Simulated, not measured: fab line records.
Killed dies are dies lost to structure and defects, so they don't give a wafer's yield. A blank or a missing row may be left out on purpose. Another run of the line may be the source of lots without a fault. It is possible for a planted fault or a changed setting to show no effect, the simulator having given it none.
Matching of chambers || flow nand-harc || cmp-03 running NHARC_A_BLC_CMP_25: 4 sister chambers
The step polishes, t overpolish 30 s, target thk 150 nm. 20 wafers are shown with their chamber, then 10 later ones without.

WAFERS, EACH WITH ITS CHAMBER
{"wafer": "L075.1", "chamber": 3, "motor-current-A (A)": 9.9, "time-to-endpoint-s (s)": 32.4, "overpolish-run-s (s)": 29.988}
{"wafer": "L075.3", "chamber": 1, "motor-current-A (A)": 12.4, "time-to-endpoint-s (s)": 28.7, "overpolish-run-s (s)": 29.993}
{"wafer": "L075.4", "chamber": 0, "motor-current-A (A)": 12.7, "time-to-endpoint-s (s)": 34.6, "overpolish-run-s (s)": 30.009}
{"wafer": "L077.1", "chamber": 3, "motor-current-A (A)": 10.7, "time-to-endpoint-s (s)": 30.8, "overpolish-run-s (s)": 29.996}
{"wafer": "L077.3", "chamber": 2, "motor-current-A (A)": 13.5, "time-to-endpoint-s (s)": 32.2, "overpolish-run-s (s)": 29.991}
{"wafer": "L077.5", "chamber": 0, "motor-current-A (A)": 13.2, "time-to-endpoint-s (s)": 31.7, "overpolish-run-s (s)": 30.011}
{"wafer": "L076.1", "chamber": 1, "motor-current-A (A)": 12.4, "time-to-endpoint-s (s)": 31.0, "overpolish-run-s (s)": 30.000}
{"wafer": "L076.3", "chamber": 2, "motor-current-A (A)": 14.0, "time-to-endpoint-s (s)": 30.2, "overpolish-run-s (s)": 29.997}
{"wafer": "L076.6", "chamber": 0, "motor-current-A (A)": 12.7, "time-to-endpoint-s (s)": 33.9, "overpolish-run-s (s)": 30.000}
{"wafer": "L078.2", "chamber": 3, "motor-current-A (A)": 10.7, "time-to-endpoint-s (s)": 29.9, "overpolish-run-s (s)": 29.999}
{"wafer": "L078.5", "chamber": 1, "motor-current-A (A)": 12.6, "time-to-endpoint-s (s)": 28.5, "overpolish-run-s (s)": 30.005}
{"wafer": "L078.6", "chamber": 0, "motor-current-A (A)": 13.1, "time-to-endpoint-s (s)": 30.1, "overpolish-run-s (s)": 29.993}
{"wafer": "L082.1", "chamber": 2, "motor-current-A (A)": 14.2, "time-to-endpoint-s (s)": 30.5, "overpolish-run-s (s)": 29.997}
{"wafer": "L082.2", "chamber": 1, "motor-current-A (A)": 13.2, "time-to-endpoint-s (s)": 32.4, "overpolish-run-s (s)": 30.007}
{"wafer": "L082.6", "chamber": 0, "motor-current-A (A)": 13.3, "time-to-endpoint-s (s)": 38.3, "overpolish-run-s (s)": 29.998}
{"wafer": "L081.2", "chamber": 3, "motor-current-A (A)": 9.8, "time-to-endpoint-s (s)": 30.9, "overpolish-run-s (s)": 29.991}
{"wafer": "L081.5", "chamber": 1, "motor-current-A (A)": 12.5, "time-to-endpoint-s (s)": 28.1, "overpolish-run-s (s)": 29.983}
{"wafer": "L081.6", "chamber": 0, "motor-current-A (A)": 12.3, "time-to-endpoint-s (s)": 31.4, "overpolish-run-s (s)": 30.014}
{"wafer": "L083.3", "chamber": 3, "motor-current-A (A)": 10.7, "time-to-endpoint-s (s)": 32.2, "overpolish-run-s (s)": 30.002}
{"wafer": "L083.4", "chamber": 2, "motor-current-A (A)": 15.0, "time-to-endpoint-s (s)": 25.9, "overpolish-run-s (s)": 29.995}

SIGNATURES (averages over the wafers above)
{"reading": "motor-current-A", "chamber 0": 12.883, "chamber 1": 12.620, "chamber 2": 14.175, "chamber 3": 10.360, "scatter within a chamber": 0.448}
{"reading": "time-to-endpoint-s", "chamber 0": 33.333, "chamber 1": 29.740, "chamber 2": 29.700, "chamber 3": 31.240, "scatter within a chamber": 2.28}
{"reading": "overpolish-run-s", "chamber 0": 30.00417, "chamber 1": 29.99760, "chamber 2": 29.99500, "chamber 3": 29.99520, "scatter within a chamber": 0.00744}
Rule: a wafer lies at a distance from a chamber equal to the root of the sum of squares, over the readings, of (its reading less the chamber's mean, divided by the reading's scatter). If the next closest chamber is less than 2 further off than the closest, the wafer can't be placed; otherwise it belongs to the closest. The scatter: the root of (the sum of the squares of (reading less its chamber's mean) over the shown wafers, divided by (wafers less chambers)).

WAFERS WITH NO CHAMBER GIVEN
{"wafer": "L083.5", "motor-current-A (A)": 13.0, "time-to-endpoint-s (s)": 28.6, "overpolish-run-s (s)": 30.008}
{"wafer": "L090.1", "motor-current-A (A)": 12.4, "time-to-endpoint-s (s)": 27.1, "overpolish-run-s (s)": 29.987}
{"wafer": "L090.3", "motor-current-A (A)": 13.1, "time-to-endpoint-s (s)": 28.1, "overpolish-run-s (s)": 29.992}
{"wafer": "L090.4", "motor-current-A (A)": 10.0, "time-to-endpoint-s (s)": 28.7, "overpolish-run-s (s)": 30.004}
{"wafer": "L092.1", "motor-current-A (A)": 15.0, "time-to-endpoint-s (s)": 30.6, "overpolish-run-s (s)": 29.990}
{"wafer": "L092.2", "motor-current-A (A)": 10.5, "time-to-endpoint-s (s)": 30.7, "overpolish-run-s (s)": 30.002}
{"wafer": "L092.5", "motor-current-A (A)": 14.7, "time-to-endpoint-s (s)": 30.4, "overpolish-run-s (s)": 30.005}
{"wafer": "L094.1", "motor-current-A (A)": 12.9, "time-to-endpoint-s (s)": 34.7, "overpolish-run-s (s)": 30.006}
{"wafer": "L094.3", "motor-current-A (A)": 10.7, "time-to-endpoint-s (s)": 33.2, "overpolish-run-s (s)": 29.996}
{"wafer": "L094.5", "motor-current-A (A)": 15.0, "time-to-endpoint-s (s)": 30.9, "overpolish-run-s (s)": 30.006}

CHAMBER TAKEN BY EACH
{"wafer": "L083.5", "from the rows above": "can't be placed: 1 or 0 or 2", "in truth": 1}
{"wafer": "L090.1", "from the rows above": "can't be placed: 1 or 0", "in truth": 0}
{"wafer": "L090.3", "from the rows above": "can't be placed: 1 or 2 or 0", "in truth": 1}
{"wafer": "L090.4", "from the rows above": 3, "in truth": 3}
{"wafer": "L092.1", "from the rows above": 2, "in truth": 2}
{"wafer": "L092.2", "from the rows above": 3, "in truth": 3}
{"wafer": "L092.5", "from the rows above": 2, "in truth": 2}
{"wafer": "L094.1", "from the rows above": "can't be placed: 0 or 1", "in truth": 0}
{"wafer": "L094.3", "from the rows above": 3, "in truth": 3}
{"wafer": "L094.5", "from the rows above": 2, "in truth": 2}
6 of 10 placed correctly. Unplaceable from these rows: 4, with the true chamber sitting among the candidates in 4. Wrongly placed: 0.
